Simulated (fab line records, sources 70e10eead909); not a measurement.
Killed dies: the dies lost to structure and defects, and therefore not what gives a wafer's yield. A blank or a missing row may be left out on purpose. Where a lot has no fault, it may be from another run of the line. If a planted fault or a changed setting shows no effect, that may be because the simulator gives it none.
2 desks looking at one fault -- flow nand_harc -- every desk sees just its own numbers, and what lay behind them comes last

THE DEFECT DESK
For each lot, the counts of the inspections along the route, averaged over the sampled wafers that have a number. A lot is out of limits, marked OUT, if its mean lies more than 4 standard deviations from the usual mean; the brackets give that distance.
Columns: A = raw_defect_count at NHARC_P_BONDPAD_INSPECT_23, usual 334
lot,first seen here,A
L867,day 6 21:54,461
L868,day 6 23:43,188
L869,day 7 13:32,249
L873,day 9 16:34,272
L874,day 9 17:26,226
L875,day 10 01:45,305
L877,day 10 17:33,394
L876,day 10 19:07,314
L879,day 11 18:55,353
L881,day 12 09:58,303
L882,day 13 07:03,196
L884,day 13 18:36,267
L889,day 15 15:11,451
Finding of this desk: none of the 13 lots has anything out of limits.

THE TOOL OWNER'S DESK: rie_diel-12
The tool's own readings at NHARC_P_BONDPAD_ETCH_24 (etches the open film in CF4/N2, target depth 30 nm, time 72.99 s): means of the sampled wafers that have a number, for each lot that ran on this tool. A lot is out of limits, marked OUT, if its mean lies more than 4 standard deviations from the usual mean; the brackets give that distance. Readings shown: 7 out of 8 (the first out of limits, and those lying furthest out on some lot).
Columns: A = drypump_motor_current_A at NHARC_P_BONDPAD_ETCH_24, usual 5.3 A; B = n2_flow_sccm at NHARC_P_BONDPAD_ETCH_24, usual 100.0 sccm; C = oes_product_au at NHARC_P_BONDPAD_ETCH_24, usual 1.003 a.u.; D = rf_fwd_power_W at NHARC_P_BONDPAD_ETCH_24, usual 297.3 W; E = run_length_s at NHARC_P_BONDPAD_ETCH_24, usual 94.3 s; F = showerhead_plenum_p_Torr at NHARC_P_BONDPAD_ETCH_24, usual 2.61 Torr; G = throttle_valve_pct at NHARC_P_BONDPAD_ETCH_24, usual 19.794 %
lot,first seen here,A,B,C,D,E,F,G
L867,day 6 19:51,5.2,100.1,1.008,296.3,94.5,2.62,19.796
L873,day 9 14:24,5.3,100.3,1.017,297.2,94.4,2.63,19.790
L877,day 10 15:30,5.2,99.8,1.008,297.5,94.3,2.62,19.802
L876,day 10 17:03,5.3,100.0,1.015,297.4,94.5,2.62,19.793
L882,day 13 05:01,5.5,99.8,0.996,297.2,94.3,2.55,19.796
L889,day 15 13:11,5.3,99.9,1.020,297.1,88.0 (-17) OUT,2.62,19.793
This desk finds L889 out of limits, L889 being first, at day 15 13:11 (run_length_s at NHARC_P_BONDPAD_ETCH_24). Within limits: L867, L873, L877, L876, L882.

TAKEN TOGETHER
The tool owner's desk could have raised an alarm at day 15 13:11, on L889.
Nothing the defect desk looked at was out of limits.
The defect desk has L889 on record, within its limits.
The lots listed all ran NHARC_P_BONDPAD_ETCH_24 on rie_diel-12.

WHAT THE SIMULATOR PUT IN
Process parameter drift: rie_diel-12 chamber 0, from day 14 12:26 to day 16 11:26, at NHARC_P_BONDPAD_ETCH_24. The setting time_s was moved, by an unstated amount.
Struck lots among those shown: L889.
Hours from the fault's start to each desk's first reading out of limits: the tool owner's desk, 25.
